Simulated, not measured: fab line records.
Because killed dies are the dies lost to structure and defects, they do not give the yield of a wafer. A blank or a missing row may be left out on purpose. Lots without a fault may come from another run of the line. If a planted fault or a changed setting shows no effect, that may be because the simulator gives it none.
Matching of chambers || flow n5_finfet || pecvd-04 running N5_BEOL_M0_SAQP_PECVD_97: 3 sister chambers
The step deposits SiNx from SiH4/NH3/N2, target thk 23 nm, time 19.9 s. 30 wafers are shown with their chamber, then 12 later ones without.

== WAFERS WITH THEIR CHAMBER ==
{"wafer": "L074.1", "chamber": 0, "showerhead_plenum_p_Torr (Torr)": 5.11, "throttle_valve_pct (%)": 38.8, "heater_power_w (W)": 558}
{"wafer": "L074.2", "chamber": 2, "showerhead_plenum_p_Torr (Torr)": 5.13, "throttle_valve_pct (%)": 38.5, "heater_power_w (W)": 468}
{"wafer": "L074.3", "chamber": 1, "showerhead_plenum_p_Torr (Torr)": 5.30, "throttle_valve_pct (%)": 41.6, "heater_power_w (W)": 554}
{"wafer": "L074.4", "chamber": 1, "showerhead_plenum_p_Torr (Torr)": 5.31, "throttle_valve_pct (%)": 41.8, "heater_power_w (W)": 539}
{"wafer": "L074.5", "chamber": 2, "showerhead_plenum_p_Torr (Torr)": 5.13, "throttle_valve_pct (%)": 38.9, "heater_power_w (W)": 474}
{"wafer": "L074.6", "chamber": 0, "showerhead_plenum_p_Torr (Torr)": 5.11, "throttle_valve_pct (%)": 38.9, "heater_power_w (W)": 557}
{"wafer": "L076.1", "chamber": 2, "showerhead_plenum_p_Torr (Torr)": 5.12, "throttle_valve_pct (%)": 38.9, "heater_power_w (W)": 486}
{"wafer": "L076.5", "chamber": 1, "showerhead_plenum_p_Torr (Torr)": 5.30, "throttle_valve_pct (%)": 41.8, "heater_power_w (W)": 604}
{"wafer": "L076.6", "chamber": 0, "showerhead_plenum_p_Torr (Torr)": 5.12, "throttle_valve_pct (%)": 38.9, "heater_power_w (W)": 581}
{"wafer": "L078.2", "chamber": 1, "showerhead_plenum_p_Torr (Torr)": 5.30, "throttle_valve_pct (%)": 41.5, "heater_power_w (W)": 590}
{"wafer": "L078.5", "chamber": 0, "showerhead_plenum_p_Torr (Torr)": 5.11, "throttle_valve_pct (%)": 38.9, "heater_power_w (W)": 552}
{"wafer": "L078.6", "chamber": 2, "showerhead_plenum_p_Torr (Torr)": 5.11, "throttle_valve_pct (%)": 38.7, "heater_power_w (W)": 411}
{"wafer": "L083.1", "chamber": 0, "showerhead_plenum_p_Torr (Torr)": 5.12, "throttle_valve_pct (%)": 38.8, "heater_power_w (W)": 577}
{"wafer": "L083.3", "chamber": 1, "showerhead_plenum_p_Torr (Torr)": 5.30, "throttle_valve_pct (%)": 41.8, "heater_power_w (W)": 515}
{"wafer": "L083.5", "chamber": 2, "showerhead_plenum_p_Torr (Torr)": 5.11, "throttle_valve_pct (%)": 38.9, "heater_power_w (W)": 446}
{"wafer": "L086.1", "chamber": 2, "showerhead_plenum_p_Torr (Torr)": 5.12, "throttle_valve_pct (%)": 39.2, "heater_power_w (W)": 435}
{"wafer": "L086.4", "chamber": 2, "showerhead_plenum_p_Torr (Torr)": 5.12, "throttle_valve_pct (%)": 39.4, "heater_power_w (W)": 433}
{"wafer": "L086.5", "chamber": 0, "showerhead_plenum_p_Torr (Torr)": 5.11, "throttle_valve_pct (%)": 38.6, "heater_power_w (W)": 572}
{"wafer": "L087.1", "chamber": 1, "showerhead_plenum_p_Torr (Torr)": 5.31, "throttle_valve_pct (%)": 41.8, "heater_power_w (W)": 588}
{"wafer": "L087.5", "chamber": 1, "showerhead_plenum_p_Torr (Torr)": 5.30, "throttle_valve_pct (%)": 41.8, "heater_power_w (W)": 587}
{"wafer": "L087.6", "chamber": 2, "showerhead_plenum_p_Torr (Torr)": 5.11, "throttle_valve_pct (%)": 39.3, "heater_power_w (W)": 431}
{"wafer": "L088.1", "chamber": 2, "showerhead_plenum_p_Torr (Torr)": 5.10, "throttle_valve_pct (%)": 39.5, "heater_power_w (W)": 477}
{"wafer": "L088.2", "chamber": 1, "showerhead_plenum_p_Torr (Torr)": 5.30, "throttle_valve_pct (%)": 41.7, "heater_power_w (W)": 587}
{"wafer": "L088.5", "chamber": 1, "showerhead_plenum_p_Torr (Torr)": 5.29, "throttle_valve_pct (%)": 41.6, "heater_power_w (W)": 603}
{"wafer": "L090.1", "chamber": 1, "showerhead_plenum_p_Torr (Torr)": 5.28, "throttle_valve_pct (%)": 41.8, "heater_power_w (W)": 514}
{"wafer": "L090.4", "chamber": 2, "showerhead_plenum_p_Torr (Torr)": 5.12, "throttle_valve_pct (%)": 39.1, "heater_power_w (W)": 492}
{"wafer": "L090.5", "chamber": 0, "showerhead_plenum_p_Torr (Torr)": 5.10, "throttle_valve_pct (%)": 38.7, "heater_power_w (W)": 595}
{"wafer": "L091.3", "chamber": 1, "showerhead_plenum_p_Torr (Torr)": 5.30, "throttle_valve_pct (%)": 41.5, "heater_power_w (W)": 590}
{"wafer": "L091.4", "chamber": 0, "showerhead_plenum_p_Torr (Torr)": 5.12, "throttle_valve_pct (%)": 38.7, "heater_power_w (W)": 545}
{"wafer": "L091.5", "chamber": 1, "showerhead_plenum_p_Torr (Torr)": 5.30, "throttle_valve_pct (%)": 41.7, "heater_power_w (W)": 601}

SIGNATURES, as means of the wafers listed above
{"reading": "showerhead_plenum_p_Torr", "chamber 0": 5.1125, "chamber 1": 5.2992, "chamber 2": 5.1170, "scatter within a chamber": 0.00828}
{"reading": "throttle_valve_pct", "chamber 0": 38.788, "chamber 1": 41.700, "chamber 2": 39.040, "scatter within a chamber": 0.207}
{"reading": "heater_power_w", "chamber 0": 567.12, "chamber 1": 572.67, "chamber 2": 455.30, "scatter within a chamber": 27.9}
Rule: distance of a wafer from a chamber = root of the sum over the readings of ((wafer's reading minus chamber's mean) / reading's scatter) squared. If the next closest chamber is less than 2 further off than the closest, the wafer can't be placed; otherwise it belongs to the closest. The scatter: take each reading less its chamber's mean, square it, sum over the shown wafers, divide by the number of wafers less the number of chambers, and take the root.

== WAFERS WITHOUT THEIR CHAMBER ==
{"wafer": "L093.3", "showerhead_plenum_p_Torr (Torr)": 5.31, "throttle_valve_pct (%)": 41.7, "heater_power_w (W)": 536}
{"wafer": "L093.5", "showerhead_plenum_p_Torr (Torr)": 5.30, "throttle_valve_pct (%)": 41.5, "heater_power_w (W)": 529}
{"wafer": "L093.6", "showerhead_plenum_p_Torr (Torr)": 5.10, "throttle_valve_pct (%)": 38.8, "heater_power_w (W)": 532}
{"wafer": "L094.1", "showerhead_plenum_p_Torr (Torr)": 5.12, "throttle_valve_pct (%)": 38.7, "heater_power_w (W)": 605}
{"wafer": "L094.2", "showerhead_plenum_p_Torr (Torr)": 5.13, "throttle_valve_pct (%)": 39.5, "heater_power_w (W)": 442}
{"wafer": "L094.4", "showerhead_plenum_p_Torr (Torr)": 5.11, "throttle_valve_pct (%)": 39.6, "heater_power_w (W)": 445}
{"wafer": "L096.1", "showerhead_plenum_p_Torr (Torr)": 5.29, "throttle_valve_pct (%)": 41.8, "heater_power_w (W)": 520}
{"wafer": "L096.2", "showerhead_plenum_p_Torr (Torr)": 5.11, "throttle_valve_pct (%)": 38.8, "heater_power_w (W)": 609}
{"wafer": "L096.3", "showerhead_plenum_p_Torr (Torr)": 5.12, "throttle_valve_pct (%)": 39.6, "heater_power_w (W)": 460}
{"wafer": "L097.2", "showerhead_plenum_p_Torr (Torr)": 5.12, "throttle_valve_pct (%)": 38.7, "heater_power_w (W)": 599}
{"wafer": "L097.4", "showerhead_plenum_p_Torr (Torr)": 5.11, "throttle_valve_pct (%)": 38.8, "heater_power_w (W)": 603}
{"wafer": "L097.6", "showerhead_plenum_p_Torr (Torr)": 5.31, "throttle_valve_pct (%)": 41.6, "heater_power_w (W)": 591}

== WHICH CHAMBER EACH WENT THROUGH ==
{"wafer": "L093.3", "from the rows above": 1, "in truth": 1}
{"wafer": "L093.5", "from the rows above": 1, "in truth": 1}
{"wafer": "L093.6", "from the rows above": "can't be placed: 0 or 2", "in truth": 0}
{"wafer": "L094.1", "from the rows above": 0, "in truth": 0}
{"wafer": "L094.2", "from the rows above": 2, "in truth": 2}
{"wafer": "L094.4", "from the rows above": 2, "in truth": 2}
{"wafer": "L096.1", "from the rows above": 1, "in truth": 1}
{"wafer": "L096.2", "from the rows above": 0, "in truth": 0}
{"wafer": "L096.3", "from the rows above": 2, "in truth": 2}
{"wafer": "L097.2", "from the rows above": 0, "in truth": 0}
{"wafer": "L097.4", "from the rows above": 0, "in truth": 0}
{"wafer": "L097.6", "from the rows above": 1, "in truth": 1}
11 of 12 placed correctly. Can't be placed from these rows: 1 (the true chamber is among the candidates in 1). 0 placed wrongly.
